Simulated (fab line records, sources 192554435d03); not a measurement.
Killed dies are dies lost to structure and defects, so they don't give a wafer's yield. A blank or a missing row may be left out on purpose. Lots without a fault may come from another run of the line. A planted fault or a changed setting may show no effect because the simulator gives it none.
Chamber matching | flow n5_finfet | N5_BEOL_M8_ETCH_61 on rie_diel-06: 4 sister chambers
The step etches SiARC in CF4, target depth 45.5 nm, time 75.8 s. 8 wafers are shown with their chamber, then 9 later ones without.

WAFERS WITH THEIR CHAMBER
wafer  | chamber | showerhead_plenum_p_Torr (Torr) | drypump_motor_current_A (A)
L074.4 | 0       | 2.26                            | 5.6
L076.6 | 3       | 2.10                            | 6.3
L087.3 | 3       | 2.09                            | 6.3
L083.2 | 0       | 2.25                            | 5.7
L083.5 | 1       | 2.27                            | 6.4
L086.4 | 2       | 2.11                            | 5.9
L086.5 | 1       | 2.27                            | 6.3
L086.6 | 2       | 2.11                            | 5.9

WAFERS WITHOUT THEIR CHAMBER
wafer  | showerhead_plenum_p_Torr (Torr) | drypump_motor_current_A (A)
L089.1 | 2.24                            | 5.6
L089.4 | 2.24                            | 5.6
L089.6 | 2.08                            | 6.3
L093.1 | 2.26                            | 6.3
L093.2 | 2.08                            | 6.3
L093.4 | 2.08                            | 6.3
L097.1 | 2.26                            | 6.3
L097.2 | 2.11                            | 5.9
L097.5 | 2.11                            | 5.9

WHICH CHAMBER EACH WENT THROUGH
wafer  | from the rows above | in truth
L089.1 | 0                   | 0
L089.4 | 0                   | 0
L089.6 | 3                   | 3
L093.1 | 1                   | 1
L093.2 | 3                   | 3
L093.4 | 3                   | 3
L097.1 | 1                   | 1
L097.2 | 2                   | 2
L097.5 | 2                   | 2
Placed correctly: 9 of 9. Can't be placed from these rows: 0. Placed wrongly: 0.
How it was worked out, from the rows above alone: a wafer's distance from a chamber is the root of the sum, over the readings, of the square of ((its reading less the chamber's mean) divided by the reading's scatter). The wafer belongs to the nearest chamber; if the next one is less than 2 further off, it can't be placed. A chamber's mean is the mean of its shown wafers. The scatter: the root of (the sum of the squares of (reading less its chamber's mean) over the shown wafers, divided by (wafers less chambers)).
